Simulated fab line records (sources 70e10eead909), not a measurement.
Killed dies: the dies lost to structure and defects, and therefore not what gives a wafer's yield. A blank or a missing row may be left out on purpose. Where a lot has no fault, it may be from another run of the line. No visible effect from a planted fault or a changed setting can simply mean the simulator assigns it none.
fab line records + flow nand_harc
[record]
- lots = 6
- wafers = 18
- last_day = 33
route steps=1302 shown A_M0@1166 A_M1@1169
lots that met no fault: taken from a fault-free run of the same line
start_h: hours from the record's first day to the start of the lot's first wafer shown + wait_h: hours elapsed since this lot's preceding step + " repeats the value in the row above + L1.1+2: a row that stands for several wafers + - no value present, or no start provided + * or withheld: withheld + < > ~ a bound
route shown NAME@n: names a module that has steps shown in the file, with the first one's number in the route + usual: average and standard deviation across the fault-free wafers + same: alike in all rows + chamber/n: place in a boat + sites: readings site by site + _std_site: the values' standard deviation + _edge_site: outer sites' mean less inner sites' + radius_mm: how far each site lies from the wafer's centre + mask NAME#n: copy n + behind: the most recent tool/chamber to have shaped the wafer + hold: what put the lot on hold/how long, in hours/how the hold closed + device: which transistor (n, p or np) failed to switch + end of line: tests of these same wafers at the route's end + a step with no rows: only its recipe + killed: dies that structure and defects cost at the first sort, which is not the same as the wafer's yield + map: per-die view of a wafer (x killed, . not killed, _ where there is no die)
set.NAME: the setting the step ran with; set.NAME@STEP: the setting that earlier step ran with + model.NAME: the simulator's own value behind a step, which no gauge read
lots at selected steps of the route; one table per step, one row per wafer
services: when a tool's chamber went out of use (start_h, in hours from the record's first day, below 0 if earlier), for how many hours, and the reason
[[steps]]
[step NHARC_A_M0_INSPECT_27]
[usual]
- raw_defect_count = 510/110
| lot.wafer | tool              | chamber | start_h | wait_h | raw_defect_count |
|-----------|-------------------|---------|---------|--------|------------------|
| L867.4    | defect_inspect-01 | -       | 574.86  | 0.0    | 346              |
| L867.5    | "                 | -       | "       | "      | 393              |
| L867.6    | "                 | -       | "       | "      | 347              |
| L869.1    | defect_inspect-01 | -       | 613.33  | 0.0    | 545              |
| L869.3    | "                 | -       | "       | "      | 660              |
| L869.4    | "                 | -       | "       | "      | 557              |
| L875.2    | defect_inspect-01 | -       | 661.13  | 0.0    | 542              |
| L875.3    | "                 | -       | "       | "      | 551              |
| L875.6    | "                 | -       | "       | "      | 491              |
| L874.1    | defect_inspect-02 | -       | 669.94  | 0.0    | 521              |
| L874.4    | "                 | -       | "       | "      | 626              |
| L874.6    | "                 | -       | "       | "      | 591              |
| L883.2    | defect_inspect-01 | -       | 735.58  | 0.0    | 621              |
| L883.5    | "                 | -       | "       | "      | 443              |
| L883.6    | "                 | -       | "       | "      | 575              |
| L884.1    | defect_inspect-01 | -       | 756.64  | 0.0    | 589              |
| L884.3    | "                 | -       | "       | "      | 589              |
| L884.5    | "                 | -       | "       | "      | 473              |
[step NHARC_A_M0_PRE_CLEAN_31]
[recipe]
- time_s = 12
- temp_c = 370
- rf_power_w = 300
- gas = NH3
[usual]
- heater_power_w = 600/77
| lot.wafer | tool     | chamber | start_h | wait_h | heater_power_w |
|-----------|----------|---------|---------|--------|----------------|
| L867.4    | pecvd-02 | 0       | 574.97  | 0.1    | 662            |
| L867.6    | "        | 1       | "       | "      | 599            |
| L867.5    | "        | 2       | "       | "      | 553            |
| L869.3    | pecvd-02 | 1       | 613.41  | 0.1    | 471            |
| L869.1    | "        | 2       | "       | "      | 645            |
| L869.4    | "        | 1       | "       | "      | 478            |
| L875.3    | pecvd-03 | 0       | 661.19  | 0.1    | 632            |
| L875.2    | "        | 2       | "       | "      | 771            |
| L875.6    | "        | 1       | "       | "      | 463            |
| L874.1    | pecvd-02 | 1       | 670.03  | 0.1    | 559            |
| L874.4    | "        | 2       | "       | "      | 629            |
| L874.6    | "        | 1       | "       | "      | 557            |
| L883.2    | pecvd-01 | 1       | 735.65  | 0.1    | 642            |
| L883.6    | "        | 2       | "       | "      | 489            |
| L883.5    | "        | 0       | "       | "      | 609            |
| L884.3    | pecvd-03 | 1       | 756.74  | 0.1    | 518            |
| L884.1    | "        | 0       | "       | "      | 612            |
| L884.5    | "        | 2       | "       | "      | 822            |
[step NHARC_A_M0_DEP_32]
[recipe]
- target_thk_a = 300
- temp_c = 370
- target_thk_nm = 30
- pressure_torr = 3
- flow_sccm = 200
- rf_w = 450
- material = SiCN
[usual]
- heater_power_w = 551/70
- showerhead_vpp_V = 1331/66
| lot.wafer | tool     | chamber | start_h | wait_h | heater_power_w | showerhead_vpp_V |
|-----------|----------|---------|---------|--------|----------------|------------------|
| L867.4    | pecvd-02 | 0       | 575.14  | 0.2    | 654            | 1354             |
| L867.6    | "        | 1       | "       | "      | 458            | 1419             |
| L867.5    | "        | 2       | "       | "      | 607            | 1293             |
| L869.3    | pecvd-02 | 1       | 613.52  | 0.1    | 489            | 1444             |
| L869.1    | "        | 2       | "       | "      | 606            | 1300             |
| L869.4    | "        | 1       | "       | "      | 495            | 1430             |
| L875.3    | pecvd-03 | 0       | 661.27  | 0.1    | 505            | 1443             |
| L875.2    | "        | 2       | "       | "      | 604            | 1200             |
| L875.6    | "        | 1       | "       | "      | 446            | 1362             |
| L874.1    | pecvd-02 | 1       | 670.17  | 0.1    | 519            | 1377             |
| L874.4    | "        | 2       | "       | "      | 591            | 1275             |
| L874.6    | "        | 1       | "       | "      | 518            | 1430             |
| L883.2    | pecvd-01 | 1       | 735.73  | 0.1    | 622            | 1302             |
| L883.6    | "        | 2       | "       | "      | 520            | 1388             |
| L883.5    | "        | 0       | "       | "      | 609            | 1254             |
| L884.3    | pecvd-03 | 1       | 756.82  | 0.1    | 515            | 1364             |
| L884.1    | "        | 0       | "       | "      | 531            | 1409             |
| L884.5    | "        | 2       | "       | "      | 755            | 1202             |
[step NHARC_A_M1_DEP_00]
[recipe]
- target_thk_a = 1825
- target_thk_nm = 182.5
- temp_c = withheld
- pressure_torr = 5
- flow_sccm = 200
- rf_w = 600
- material = SiOC
[step NHARC_A_M1_DEHYDRATE_01]
[recipe]
- temp_c = 150
- time_s = 120
[step NHARC_A_M1_HMDS_02]
[recipe]
- time_s = 30
[step NHARC_A_M1_COAT_34]
[recipe]
- temp_c = 200
- time_s = 65
[step NHARC_A_M1_COAT_03]
[recipe]
- spin_rpm = 1500
- resist_thk_nm = 90
[step NHARC_A_M1_SOFTBAKE_04]
[recipe]
- temp_c = 105
- time_s = 55
[step NHARC_A_M1_EBR_05]
[step NHARC_A_M1_EXPOSE_06]
[recipe]
- na = 1.35
- target_cd_nm = 120
- dose_mj = 75.13
- mask_id = A_M1
[step NHARC_A_M1_PEB_07]
[recipe]
- peb_temp_c = 100
- peb_time_s = 65
[step NHARC_A_M1_DEVELOP_08]
[recipe]
- develop_time_s = 35
- dev_temp_c = 23
[usual]
- developer_temp_C = 23.01/0.094
| lot.wafer | tool           | chamber | start_h | wait_h | developer_temp_C |
|-----------|----------------|---------|---------|--------|------------------|
| L867.4    | litho_track-04 | 0       | 576     | -      | 23.20            |
| L867.5    | "              | 0       | "       | "      | 23.05            |
| L867.6    | "              | 0       | "       | "      | 22.96            |
| L869.1    | litho_track-01 | 0       | 614     | -      | 22.92            |
| L869.3    | "              | 0       | "       | "      | 22.92            |
| L869.4    | "              | 0       | "       | "      | 22.93            |
| L875.2    | litho_track-04 | 0       | 662     | -      | 23.74            |
| L875.3    | "              | 0       | "       | "      | 23.94            |
| L875.6    | "              | 0       | "       | "      | 24.01            |
| L874.1    | litho_track-04 | 0       | 671     | -      | 23.97            |
| L874.4    | "              | 0       | "       | "      | 24.02            |
| L874.6    | "              | 0       | "       | "      | 24.04            |
| L883.2    | litho_track-06 | 0       | 736     | -      | 23.03            |
| L883.5    | "              | 0       | "       | "      | 23.04            |
| L883.6    | "              | 0       | "       | "      | 22.87            |
| L884.1    | litho_track-06 | 0       | 757     | -      | 23.13            |
| L884.3    | "              | 0       | "       | "      | 23.15            |
| L884.5    | "              | 0       | "       | "      | 22.98            |
[step NHARC_A_M1_CD_MEAS_09]
[recipe]
- target_cd_nm = 120
- landing_energy_ev = 500
[usual]
- cd_nm = 120.2/0.63
| lot.wafer | tool      | chamber | start_h | wait_h | cd_nm |
|-----------|-----------|---------|---------|--------|-------|
| L867.4    | cd_sem-01 | 0       | 576.26  | -      | 120.7 |
| L867.5    | "         | 0       | "       | "      | 120.1 |
| L867.6    | "         | 0       | "       | "      | 120.5 |
| L869.1    | cd_sem-03 | 0       | 614.73  | -      | 120.5 |
| L869.3    | "         | 0       | "       | "      | 120.1 |
| L869.4    | "         | 0       | "       | "      | 119.6 |
| L875.2    | cd_sem-01 | 0       | 662.53  | -      | 120.8 |
| L875.3    | "         | 0       | "       | "      | 120.5 |
| L875.6    | "         | 0       | "       | "      | 120.1 |
| L874.1    | cd_sem-02 | 0       | 671.30  | -      | 120.4 |
| L874.4    | "         | 0       | "       | "      | 121.0 |
| L874.6    | "         | 0       | "       | "      | 120.7 |
| L883.2    | cd_sem-01 | 0       | 736.96  | -      | 120.3 |
| L883.5    | "         | 0       | "       | "      | 120.2 |
| L883.6    | "         | 0       | "       | "      | 119.7 |
| L884.1    | cd_sem-02 | 0       | 758.06  | -      | 119.8 |
| L884.3    | "         | 0       | "       | "      | 120.8 |
| L884.5    | "         | 0       | "       | "      | 120.7 |
[[services]]
| tool           | chamber | start_h | hours | kind       |
|----------------|---------|---------|-------|------------|
| litho_track-04 | -       | 553.00  | 7.0   | pm         |
| pecvd-03       | 0       | 560.17  | -     | clean      |
| pecvd-03       | 1       | 560.17  | -     | clean      |
| pecvd-03       | 2       | 560.17  | -     | clean      |
| pecvd-02       | -       | 589.13  | 13.0  | pm         |
| pecvd-02       | 0       | 589.13  | 13.0  | vent_cycle |
| pecvd-02       | 1       | 589.13  | 13.0  | vent_cycle |
| pecvd-02       | 2       | 589.13  | 13.0  | vent_cycle |
| pecvd-02       | 0       | 602.13  | -     | clean      |
| pecvd-02       | 1       | 602.13  | -     | clean      |
| pecvd-02       | 2       | 602.13  | -     | clean      |
| pecvd-03       | -       | 659.68  | 0.3   | repair     |
| pecvd-03       | -       | 670.45  | 1.5   | repair     |
| pecvd-01       | -       | 673.28  | 13.0  | pm         |
| litho_track-01 | -       | 680.00  | 7.0   | pm         |
| litho_track-06 | -       | 704.00  | 7.0   | pm         |
| litho_track-04 | -       | 728.00  | 7.0   | pm         |
| pecvd-03       | -       | 728.56  | 13.0  | pm         |
| pecvd-03       | 0       | 728.56  | 13.0  | vent_cycle |
| pecvd-03       | 1       | 728.56  | 13.0  | vent_cycle |
| pecvd-03       | 2       | 728.56  | 13.0  | vent_cycle |
| pecvd-03       | 0       | 741.56  | -     | clean      |
| pecvd-03       | 1       | 741.56  | -     | clean      |
| pecvd-03       | 2       | 741.56  | -     | clean      |
[[key]]
[first_sign]
- step = NHARC_A_M1_DEVELOP_08
- reading = developer_temp_C
- direction = up
- sigmas = 10
- usual = *
- struck = *
effect none on later readings
met_at NHARC_A_M1_DEVELOP_08
struck_wafers L874.1,L874.4,L874.6,L875.2,L875.3,L875.6
onset_between 576 662
[fault]
- kind = process_parameter_drift
- tool = litho_track-04
- chamber = -
- onset_h = 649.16
- steps = NHARC_A_M1_DEVELOP_08
- channel = dev_temp_c
- offset = *
- shape = step
- end_h = 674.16
- acts_in = *
- stated = *
